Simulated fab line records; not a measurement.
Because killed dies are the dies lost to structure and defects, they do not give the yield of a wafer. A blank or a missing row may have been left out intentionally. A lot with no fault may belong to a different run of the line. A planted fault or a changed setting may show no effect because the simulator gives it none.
fab line records	flow n5_finfet
record: lots: 4	wafers: 12	last_day: 17
route steps=1938 shown BEOL_M4@1099 BEOL_M5@1112 BEOL_M9@1440 PASSIVATION@1936
lots that met no fault: taken from a fault-free run of the same line
start_h: start of the lot's first displayed wafer, in hours after the record's first day	wait_h: hours since the lot's step before	" the same as in the row above	L1.1+2: a row that stands for several wafers	- no value present, or no start provided	* or withheld: withheld	< > ~ a bound
route shown NAME@n: a module of which the file shows steps, and the number in the route of the first	usual: mean/standard deviation of fault-free wafers	same: alike in all rows	chamber/n: place in a boat	sites: each site's reading	_std_site: the values' standard deviation	_edge_site: outer sites' mean less inner sites'	radius_mm: for every site, how far away it sits from the centre of the wafer	mask NAME#n: copy n	behind: the last tool/chamber to shape the wafer	hold: reason for holding the lot/hours on hold/outcome of the hold	device: which transistor (n, p or np) failed to switch	end of line: tests of these same wafers at the route's end	step lacking rows: just its recipe	killed: dies that structure and defects cost at the first sort, which is not the same as the wafer's yield	map: shows each die of a wafer: x if killed, . if not, _ if none is there
set.NAME: the setting that was run; set.NAME@STEP: the one run at that earlier step	model.NAME: the simulator's own value behind a step, which no gauge read
a table for each step, a row for each wafer; lots at some steps of the route
services: a tool's chamber out of use, with start hour (start_h, from the record's first day; less than 0 if before it), hours out, and reason
== steps ==
step: N5_BEOL_M4_ANNEAL_95
recipe: temp_c: 400	time_s: 240	ambient: vacuum
step: N5_BEOL_M4_SPUTTER_96
recipe: material: Cu	target_thk_a: 45	temp_c: -20	chamber_pressure_pa: 0.07	power_w: withheld	time_s: 8.29
step: N5_BEOL_M4_ECD_50
recipe: material: Cu	target_thk_a: 3000
step: N5_BEOL_M4_ANNEAL_51
recipe: temp_c: 225	time_s: 90	ambient: N2
step: N5_BEOL_M4_CMP_52
recipe: stop_on: SiOC	t_overpolish_s: 6.8	down_force_psi: 1	platen_rpm: 50	clearing_platen_down_force_psi: 1.5	clearing_platen_rpm: 50	post_cmp_clean: cu_alkaline	target_thk_nm: 40	clearing_platen_pad_velocity_m_s: 0.99484	pad_velocity_m_s: 0.99484
step: N5_BEOL_M4_PRE_CLEAN_60
recipe: gas: NH3/H2	time_s: 15	temp_c: *	rf_power_w: 300
step: N5_BEOL_M4_CO_CAP_55
recipe: material: Co	target_thk_a: 20	temp_c: 200	precursor: CCTBA/H2	pressure_torr: 30	time_s: 102.1
step: N5_BEOL_M4_PRE_CLEAN_56
recipe: gas: NH3	time_s: 15	temp_c: withheld	rf_power_w: 300
step: N5_BEOL_M4_DEP_57
recipe: material: SiCN	target_thk_a: 80	temp_c: withheld	precursor: 3MS/NH3	pressure_torr: 3	rf_w: 202	time_s: 14
step: N5_BEOL_M4_RC_MEAS_101
usual: DIBL_N: 36.9/1.7	DIBL_P: 36.7/2.1	IOFF_N: 0.17/0.032	IOFF_P: 0.22/0.036	ION_N: 674/12	ION_P: 461/7	SS_N: 71.7/0.6	SS_P: 73.4/0.67	VT_N: 249/3.1	VT_P: -250/3.2
lot.wafer	tool	chamber	start_h	wait_h	DIBL_N[mV/V]	DIBL_P[mV/V]	IOFF_N[nA/um]	IOFF_P[nA/um]	ION_N[uA/um]	ION_P[uA/um]	SS_N[mV/dec]	SS_P[mV/dec]	VT_N[mV]	VT_P[mV]
L686.1	prober-02	0	181.90	0.0	31.7	30.0	0.10	0.14	645	445	70.4	72.0	257	-256
L686.2	"	0	"	"	36.6	36.0	0.17	0.21	668	455	71.1	73.4	253	-252
L686.5	"	0	"	"	37.1	37.4	0.20	0.23	686	464	71.0	73.0	247	-249
L687.1	prober-02	0	195.39	0.0	36.9	38.1	0.15	0.21	663	454	71.5	74.1	252	-251
L687.3	"	0	"	"	37.6	36.7	0.16	0.18	673	453	72.1	73.2	253	-253
L687.6	"	0	"	"	38.9	38.3	0.18	0.20	675	454	72.5	73.5	249	-252
L688.1	prober-02	0	197.33	0.1	38.2	39.5	0.20	0.25	685	468	72.1	73.7	247	-248
L688.2	"	0	"	"	37.2	39.1	0.19	0.25	676	469	71.7	74.4	248	-249
L688.5	"	0	"	"	37.9	39.8	0.20	0.25	681	462	72.0	73.5	246	-248
L704.1	prober-02	0	293.04	0.0	33.9	32.4	0.11	0.16	653	450	71.3	72.7	255	-253
L704.3	"	0	"	"	34.6	33.8	0.13	0.19	654	453	72.4	73.2	253	-251
L704.6	"	0	"	"	34.1	33.3	0.13	0.17	659	451	70.8	72.8	255	-250
step: N5_BEOL_M5_ILD_DEP_00
recipe: material: SiCOH_lowk	target_thk_a: 1406.4	temp_c: 300	precursor: DEMS/porogen	pressure_torr: 5	rf_w: 500	time_s: 25.9
step: N5_BEOL_M5_CURE_79
recipe: temp_c: 385	time_s: 240	ambient: He/Ar	material: SiCOH_lowk
step: N5_BEOL_M5_PECVD_70
recipe: material: SiO2	target_thk_a: 160	temp_c: 400	precursor: TEOS/O2	pressure_torr: 5.5	rf_w: 450	teos_flow_sccm: 53.8	gas: O2	flow_sccm: 3000	time_s: 18
step: N5_BEOL_M5_HM_DEP_02
recipe: material: TiN	target_thk_a: 200	temp_c: 25	chamber_pressure_pa: 0.49996
step: N5_BEOL_M5_COAT_59
recipe: resist: SOC	temp_c: 250	time_s: 60	spin_rpm: 1500	resist_thk_nm: 60
step: N5_BEOL_M5_COAT_60
recipe: resist: SiARC	temp_c: 220	time_s: 60	spin_rpm: 1500	resist_thk_nm: 12
step: N5_BEOL_M5_COAT_71
recipe: resist: underlayer	temp_c: 205	time_s: 60	spin_rpm: 1500	resist_thk_nm: 5
step: N5_BEOL_M5_COAT_05
recipe: resist: CAR-EUV	spin_rpm: 1500	resist_thk_nm: 30
step: N5_BEOL_M5_EBR_07
recipe: solvent: PGMEA	ebr_width_mm: 1.5
step: N5_BEOL_M5_SOFTBAKE_06
recipe: temp_c: 110	time_s: 60	resist: CAR-EUV
step: N5_BEOL_M5_EXPOSE_08
recipe: mask_id: M5	na: 0.33	source_shape: annular	sigma_inner: 0.4	sigma_outer: 0.8	polarization: unpolarized	target_cd_nm: 28	dose_mj: 35.75
step: N5_BEOL_M5_PEB_09
recipe: peb_temp_c: 100	peb_time_s: 60	resist: CAR-EUV
step: N5_BEOL_M5_DEVELOP_10
recipe: develop_time_s: 30	developer: TMAH	resist: CAR-EUV	rinse_liquid: surfactant_rinse	dry: air_spin	dev_temp_c: 23
step: N5_BEOL_M5_DESCUM_16
recipe: chemistry: O2	time_s: 7	source_power_w: 50	bias_power_w: 20	pressure_mtorr: 20	rf_frequency_hz: 2.712e+07	temp_c: 40	resist: CAR-EUV	o2_flow_sccm: 225
step: N5_BEOL_M5_ETCH_72
recipe: chemistry: N2/H2	target: underlayer	target_depth_a: 65	mask_material: CAR-EUV	time_s: 5.2	ion_energy_ev: 200	pressure_mtorr: 30	source_w: 840	bias_w: 150	n2_flow_sccm: 200	h2_flow_sccm: 200	ends: cleared
step: N5_BEOL_M5_ETCH_61
recipe: chemistry: CF4	target: SiARC	target_depth_a: 156	mask_material: CAR-EUV	time_s: 26	ion_energy_ev: 80	pressure_mtorr: 40	source_w: 545	bias_w: 36	Ar_flow_sccm: 100	cf4_flow_sccm: 100	ends: cleared
step: N5_BEOL_M5_ETCH_62
recipe: chemistry: N2/H2	target: SOC	target_depth_a: 750	overetch_a: 150	mask_material: SiARC	temp_c: 40	time_s: 112.5	ion_energy_ev: 200	pressure_mtorr: 30	source_w: 840	bias_w: 150	n2_flow_sccm: 200	h2_flow_sccm: 200
step: N5_BEOL_M5_STRIP_63
recipe: chemistry: N2/H2	temp_c: 40	n2_flow_sccm: 200	h2_flow_sccm: 200	rf_frequency_hz: 6e+07
step: N5_BEOL_M5_STRIP_73
recipe: chemistry: N2/H2	temp_c: 40	n2_flow_sccm: 200	h2_flow_sccm: 200	rf_frequency_hz: 6e+07
step: N5_BEOL_M5_STRIP_64
recipe: chemistry: CF4	resist: SiARC	power_w: 300	bias_power_w: 75	pressure_mtorr: 50	cf4_flow_sccm: 150	rf_frequency_hz: 6e+07
step: N5_BEOL_M5_HM_OPEN_17
recipe: chemistry: Cl2/BCl3	target_depth_a: 200	overetch_a: 60	target: TiN	mask_material: SOC	ion_energy_ev: 150	pressure_mtorr: 10	icp_w: 1000	bias_w: 126	Cl2_flow_sccm: 53.25	bcl3_flow_sccm: 21.75	Ar_flow_sccm: 25
step: N5_BEOL_M5_STRIP_19
recipe: chemistry: O2	power_w: 400	temp_c: 40	pressure_mtorr: 30	rf_frequency_hz: 6e+07	bias_power_w: 0	overash_fraction: 0.2	o2_flow_sccm: 225
step: N5_BEOL_M5_COAT_65
recipe: resist: SOC	temp_c: 250	time_s: 60	spin_rpm: 1500	resist_thk_nm: 60
step: N5_BEOL_M5_COAT_66
recipe: resist: SiARC	temp_c: 220	time_s: 60	spin_rpm: 1500	resist_thk_nm: 12
step: N5_BEOL_M9_ETCH_66
recipe: chemistry: N2/H2	target: SOC	target_depth_a: 800	overetch_a: 160	mask_material: SiARC	temp_c: 40	time_s: 120	ion_energy_ev: 200	pressure_mtorr: 30	source_w: 840	bias_w: 150	n2_flow_sccm: 200	h2_flow_sccm: 200
usual: bias_w: 150.0/0.41	chamber_pressure_mTorr: 30.002/0.029	drypump_motor_current_A: 5.7/0.37	oes_product_au: 0.61/0.058	rf_vpp_V: 524.1/2.7	showerhead_plenum_p_Torr: 2.55/0.093	throttle_valve_pct: 17.70/0.28
lot.wafer	tool	chamber	start_h	wait_h	bias_w	chamber_pressure_mTorr	drypump_motor_current_A	oes_product_au	rf_hours_counter_h	rf_vpp_V	showerhead_plenum_p_Torr	throttle_valve_pct	model.CAR-EUV_of_BEOL_M9_COAT_22.thk_nm	model.SiARC_of_BEOL_M9_COAT_64.thk_nm	model.underlayer_of_BEOL_M9_COAT_75.thk_nm
L686.1	rie_diel-06	2	220.89	0.0	149.9	29.992	5.2	0.55	220	522.6	2.52	18.17	0	6.6	0
L686.2	"	3	"	"	150.0	30.029	5.3	0.63	76	527.3	2.67	17.76	0	6.4	0
L686.5	"	1	"	"	149.9	30.065	5.9	0.65	-	525.2	2.57	17.27	0	6.4	0
L687.1	rie_diel-06	0	233.53	0.0	-	-	-	-	-	-	-	-	11	12	5
L687.3	"	2	"	"	-	-	-	-	-	-	-	-	11.2	12	5
L687.6	"	3	"	"	-	-	-	-	-	-	-	-	11.2	12	5
L688.1	rie_diel-03	2	238.19	0.0	-	-	-	-	-	-	-	-	11.4	12	5
L688.2	"	1	"	"	-	-	-	-	-	-	-	-	11.4	12	5
L688.5	"	1	"	"	-	-	-	-	-	-	-	-	11.2	12	5
L704.1	rie_diel-03	3	337.23	0.0	149.4	30.019	5.9	0.68	27	525.6	2.62	18.20	0	6.2	0
L704.3	"	1	"	"	150.4	29.974	6.0	0.58	131	525.7	2.66	17.42	0	6.8	0
L704.6	"	3	"	"	151.3	30.018	5.9	0.68	-	525.9	2.62	18.22	0	6.2	0
step: N5_BEOL_M9_VIA_ETCH_34
recipe: chemistry: C4F6/O2	target: SiCOH_lowk	target_depth_a: 1824	mask_material: SOC	taper_deg: 4	time_s: 68.4	ion_energy_ev: 250	pressure_mtorr: 30	source_w: 345	bias_w: 185	Ar_flow_sccm: 300	C4F6_flow_sccm: 10	O2_flow_sccm: 10
usual: C4F6_flow_sccm: 10.00/0.03	O2_flow_sccm: 10.00/0.031	chamber_pressure_mTorr: 30.003/0.029	drypump_motor_current_A: 5.7/0.37	oes_o_777_au: 0.79/0.073	oes_product_au: 0.79/0.08	rf_vpp_V: 662/11	showerhead_plenum_p_Torr: 2.85/0.1	throttle_valve_pct: 20.76/0.27
lot.wafer	tool	chamber	start_h	wait_h	C4F6_flow_sccm	O2_flow_sccm	chamber_pressure_mTorr	drypump_motor_current_A	oes_o_777_au	oes_product_au	rf_hours_counter_h	rf_vpp_V	showerhead_plenum_p_Torr	throttle_valve_pct
L686.1	rie_diel-06	2	220.99	0.0	9.96	10.01	29.990	5.2	0.69	0.70	220	659	2.83	21.29
L686.2	"	3	"	"	10.05	10.02	30.006	5.3	0.83	0.83	76	674	3.00	20.95
L686.5	"	1	"	"	9.99	10.00	30.000	5.9	0.84	0.86	-	666	2.87	20.34
L687.1	rie_diel-06	0	233.63	0.0	10.00	9.99	29.978	5.8	0.87	0.33	54	648	2.74	20.57
L687.3	"	2	"	"	9.98	9.94	29.982	5.2	0.69	0.26	225	657	2.83	21.15
L687.6	"	3	"	"	10.01	9.94	30.004	5.3	0.83	0.31	-	675	3.00	20.81
L688.1	rie_diel-03	2	238.29	0.0	9.97	10.01	29.976	5.2	0.72	0.28	180	656	2.70	20.23
L688.2	"	1	"	"	10.02	9.99	30.017	6.0	0.78	0.30	99	661	2.97	20.22
L688.5	"	1	"	"	9.97	10.07	29.993	6.0	0.79	0.29	-	662	2.97	20.22
L704.1	rie_diel-03	3	337.33	0.0	10.05	9.95	30.009	5.9	0.91	0.89	27	666	2.91	21.02
L704.3	"	1	"	"	10.00	10.01	29.991	6.0	0.74	0.74	131	660	2.96	20.41
L704.6	"	3	"	"	10.01	9.96	29.939	5.9	0.90	0.89	-	667	2.91	21.01
step: N5_PASSIVATION_PROBE_49
usual: defect_limited_yield: 91.7/1.5	killed_at_M0_to_M3: 32/9.6	killed_at_M4_up: 13/5.3	killed_at_contacts: 12/6.8	killed_at_front_end: 36/9.8	killed_at_other: 4/3.1	killed_dies: 98/17	killed_on_rim: 13/4	killed_open: 65/13	killed_short: 32/8.5	sort_bin_5_function: 4.9/0.93	sort_bin_6_memory: 3.2/0.67	sort_bin_8_speed: 0.00/0.02	sort_n_pass: 1082/17	sort_yield_pct: 91.7/1.4
same: gross_dies: 1180	killed_at_back_side: 0	sort_bin_4_leakage[%]: 0
lot.wafer	tool	chamber	start_h	wait_h	defect_limited_yield[%]	killed_at_M0_to_M3	killed_at_M4_up	killed_at_contacts	killed_at_front_end	killed_at_other	killed_dies	killed_on_rim	killed_open	killed_short	sort_bin_5_function[%]	sort_bin_6_memory[%]	sort_bin_8_speed[%]	sort_n_pass	sort_yield_pct[%]
L687.1	prober-01	-	293.15	0.0	0	33	1100	9	36	2	1180	152	60	35	96.7	3.1	0	0	0
L687.3	prober-01	-	293.25	0.1	0	33	1096	6	44	1	1180	152	75	24	96.7	2.9	0	0	0
L687.6	prober-01	-	293.40	0.3	0	24	1118	11	25	2	1180	152	57	18	97.7	2.0	0	0	0
L688.1	prober-01	-	294.63	0.0	0	17	1123	13	25	2	1180	152	55	16	97.1	2.5	0	0	0
L688.2	prober-01	-	294.68	0.1	0	33	1111	15	16	5	1180	152	60	22	97.6	2.0	0	0	0
L688.5	prober-01	-	294.83	0.2	0	26	1130	2	15	7	1180	152	41	22	97.6	2.1	0	0	0
killed by level:class
L687.1 BEOL_M9:area_etch=1083 BEOL_M2:geometric_particle:open=10 FIN_SAQP:geometric_particle:open=8 BEOL_M3:geometric_particle:open=7 FIN_SAQP:geometric_particle:short=6 BEOL_M4:geometric_particle:open=6 MOL_CONTACT_COAG:geometric_particle:open=6 GATE_CUT:geometric_particle:short=5
L687.3 BEOL_M9:area_etch=1077 FIN_SAQP:geometric_particle:open=11 BEOL_M4:geometric_particle:open=10 BEOL_M3:geometric_particle:open=9 GATE_CUT:geometric_particle:open=8 BEOL_M2:geometric_particle:open=7 FIN_SAQP:geometric_particle:short=6 DUMMY_GATE:geometric_particle:open=4
L687.6 BEOL_M9:area_etch=1103 MOL_CONTACT_COAG:geometric_particle:open=8 FIN_SAQP:geometric_particle:open=6 BEOL_M2:geometric_particle:open=6 BEOL_M3:geometric_particle:open=5 BEOL_M4:geometric_particle:open=5 STI_FIN_REVEAL:geometric_particle:open=4 GATE_CUT:geometric_particle:short=4
L688.1 BEOL_M9:area_etch=1107 MOL_CONTACT_COAG:geometric_particle:open=10 STI_FIN_REVEAL:geometric_particle:open=9 BEOL_M4:geometric_particle:open=8 BEOL_M2:geometric_particle:open=5 STARTING-WAFER:geometric_particle:open=4 FIN_SAQP:geometric_particle:open=3 FIN_SAQP:geometric_particle:short=3
L688.2 BEOL_M9:area_etch=1098 MOL_CONTACT_COAG:geometric_particle:open=13 BEOL_M2:geometric_particle:open=10 STI_FIN_REVEAL:geometric_particle:open=7 BEOL_M0_SAQP:geometric_particle:short=6 BEOL_M1:geometric_particle:open=6 BEOL_M0_SAQP:geometric_particle:open=5 BEOL_M6:geometric_particle:open=4
L688.5 BEOL_M9:area_etch=1114 BEOL_M2:geometric_particle:open=8 BEOL_M1:geometric_particle:open=6 STI_FIN_REVEAL:geometric_particle:open=4 BEOL_M0_SAQP:geometric_particle:short=3 BEOL_M3:geometric_particle:open=3 BEOL_M4:geometric_particle:open=3 BEOL_M5:geometric_particle:open=3
map L687.1 (x killed, . not)
_________________xxxxxxxxxxxx________________
______________xxxxxxxxxxxxxxxxxx_____________
___________xxxxxxxxxxxxxxxxxxxxxxxx__________
__________xxxxxxxxxxxxxxxxxxxxxxxxxx_________
________xxxxxxxxxxxxxxxxxxxxxxxxxxxxxx_______
_______xxxxxxxxxxxxxxxxxxxxxxxxxxxxxxxx______
______xxxxxxxxxxxxxxxxxxxxxxxxxxxxxxxxxx_____
_____xxxxxxxxxxxxxxxxxxxxxxxxxxxxxxxxxxxx____
____xxxxxxxxxxxxxxxxxxxxxxxxxxxxxxxxxxxxxx___
___xxxxxxxxxxxxxxxxxxxxxxxxxxxxxxxxxxxxxxxx__
___xxxxxxxxxxxxxxxxxxxxxxxxxxxxxxxxxxxxxxxx__
__xxxxxxxxxxxxxxxxxxxxxxxxxxxxxxxxxxxxxxxxxx_
__xxxxxxxxxxxxxxxxxxxxxxxxxxxxxxxxxxxxxxxxxx_
_xxxxxxxxxxxxxxxxxxxxxxxxxxxxxxxxxxxxxxxxxxxx
_xxxxxxxxxxxxxxxxxxxxxxxxxxxxxxxxxxxxxxxxxxxx
_xxxxxxxxxxxxxxxxxxxxxxxxxxxxxxxxxxxxxxxxxxxx
_xxxxxxxxxxxxxxxxxxxxxxxxxxxxxxxxxxxxxxxxxxxx
_xxxxxxxxxxxxxxxxxxxxxxxxxxxxxxxxxxxxxxxxxxxx
_xxxxxxxxxxxxxxxxxxxxxxxxxxxxxxxxxxxxxxxxxxxx
_xxxxxxxxxxxxxxxxxxxxxxxxxxxxxxxxxxxxxxxxxxxx
_xxxxxxxxxxxxxxxxxxxxxxxxxxxxxxxxxxxxxxxxxxxx
__xxxxxxxxxxxxxxxxxxxxxxxxxxxxxxxxxxxxxxxxxx_
__xxxxxxxxxxxxxxxxxxxxxxxxxxxxxxxxxxxxxxxxxx_
___xxxxxxxxxxxxxxxxxxxxxxxxxxxxxxxxxxxxxxxx__
___xxxxxxxxxxxxxxxxxxxxxxxxxxxxxxxxxxxxxxxx__
____xxxxxxxxxxxxxxxxxxxxxxxxxxxxxxxxxxxxxx___
_____xxxxxxxxxxxxxxxxxxxxxxxxxxxxxxxxxxxx____
______xxxxxxxxxxxxxxxxxxxxxxxxxxxxxxxxxx_____
_______xxxxxxxxxxxxxxxxxxxxxxxxxxxxxxxx______
________xxxxxxxxxxxxxxxxxxxxxxxxxxxxxx_______
__________xxxxxxxxxxxxxxxxxxxxxxxxxx_________
___________xxxxxxxxxxxxxxxxxxxxxxxx__________
______________xxxxxxxxxxxxxxxxxx_____________
_________________xxxxxxxxxxxx________________
map L688.1 (x killed, . not)
_________________xxxxxxxxxxxx________________
______________xxxxxxxxxxxxxxxxxx_____________
___________xxxxxxxxxxxxxxxxxxxxxxxx__________
__________xxxxxxxxxxxxxxxxxxxxxxxxxx_________
________xxxxxxxxxxxxxxxxxxxxxxxxxxxxxx_______
_______xxxxxxxxxxxxxxxxxxxxxxxxxxxxxxxx______
______xxxxxxxxxxxxxxxxxxxxxxxxxxxxxxxxxx_____
_____xxxxxxxxxxxxxxxxxxxxxxxxxxxxxxxxxxxx____
____xxxxxxxxxxxxxxxxxxxxxxxxxxxxxxxxxxxxxx___
___xxxxxxxxxxxxxxxxxxxxxxxxxxxxxxxxxxxxxxxx__
___xxxxxxxxxxxxxxxxxxxxxxxxxxxxxxxxxxxxxxxx__
__xxxxxxxxxxxxxxxxxxxxxxxxxxxxxxxxxxxxxxxxxx_
__xxxxxxxxxxxxxxxxxxxxxxxxxxxxxxxxxxxxxxxxxx_
_xxxxxxxxxxxxxxxxxxxxxxxxxxxxxxxxxxxxxxxxxxxx
_xxxxxxxxxxxxxxxxxxxxxxxxxxxxxxxxxxxxxxxxxxxx
_xxxxxxxxxxxxxxxxxxxxxxxxxxxxxxxxxxxxxxxxxxxx
_xxxxxxxxxxxxxxxxxxxxxxxxxxxxxxxxxxxxxxxxxxxx
_xxxxxxxxxxxxxxxxxxxxxxxxxxxxxxxxxxxxxxxxxxxx
_xxxxxxxxxxxxxxxxxxxxxxxxxxxxxxxxxxxxxxxxxxxx
_xxxxxxxxxxxxxxxxxxxxxxxxxxxxxxxxxxxxxxxxxxxx
_xxxxxxxxxxxxxxxxxxxxxxxxxxxxxxxxxxxxxxxxxxxx
__xxxxxxxxxxxxxxxxxxxxxxxxxxxxxxxxxxxxxxxxxx_
__xxxxxxxxxxxxxxxxxxxxxxxxxxxxxxxxxxxxxxxxxx_
___xxxxxxxxxxxxxxxxxxxxxxxxxxxxxxxxxxxxxxxx__
___xxxxxxxxxxxxxxxxxxxxxxxxxxxxxxxxxxxxxxxx__
____xxxxxxxxxxxxxxxxxxxxxxxxxxxxxxxxxxxxxx___
_____xxxxxxxxxxxxxxxxxxxxxxxxxxxxxxxxxxxx____
______xxxxxxxxxxxxxxxxxxxxxxxxxxxxxxxxxx_____
_______xxxxxxxxxxxxxxxxxxxxxxxxxxxxxxxx______
________xxxxxxxxxxxxxxxxxxxxxxxxxxxxxx_______
__________xxxxxxxxxxxxxxxxxxxxxxxxxx_________
___________xxxxxxxxxxxxxxxxxxxxxxxx__________
______________xxxxxxxxxxxxxxxxxx_____________
_________________xxxxxxxxxxxx________________
== services ==
tool	chamber	start_h	hours	kind
rie_diel-06	1	206.40	12.2	repair
rie_diel-06	-	215.37	0.3	repair
rie_diel-03	3	218.34	1.6	repair
rie_diel-03	-	218.39	7.2	repair
rie_diel-03	3	231.56	-	clean
rie_diel-03	3	231.56	-	consumable_replace:focus_ring
rie_diel-03	3	231.56	15.0	scheduled_down
rie_diel-03	3	231.56	15.0	vent_cycle
rie_diel-06	3	248.87	4.0	repair
rie_diel-06	2	303.58	-	clean
rie_diel-06	2	303.58	-	consumable_replace:focus_ring
rie_diel-06	2	303.58	16.4	scheduled_down
rie_diel-06	2	303.58	16.4	vent_cycle
== key ==
first_sign: step: N5_BEOL_M9_ETCH_66	reading: tool_record	direction: missing
effect: step: N5_BEOL_M9_VIA_ETCH_34	reading: oes_product_au	direction: down	sigmas: 6.2	usual: 0.79	struck: 0.29
effect: step: N5_PASSIVATION_PROBE_49	reading: killed_at_M4_up	direction: up	sigmas: 99+	usual: 13	struck: 1113
model_effect: step: N5_BEOL_M9_ETCH_66	value: CAR-EUV_of_BEOL_M9_COAT_22.thk_nm	without: 0	struck: 11.23
more_kills_born_at: N5_BEOL_M9_ETCH_66@rie_diel-03: 3319	N5_BEOL_M9_ETCH_66@rie_diel-06: 3263
met_at N5_BEOL_M9_ETCH_66
struck_wafers L687.1,L687.3,L687.6,L688.1,L688.2,L688.5
later_rows_left_out L687.1,L687.3,L687.6,L688.1,L688.2,L688.5
onset_between 220.89 233.53
fault: kind: skipped_step_whole	tool: rie_diel-03,rie_diel-06	chamber: -	onset_h: 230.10	steps: N5_BEOL_M9_ETCH_66	scope: struck_lots_only
later_rows_left_out: the simulator's readings of these wafers behind a module that went badly wrong aren't trusted and aren't shown, but for the sort
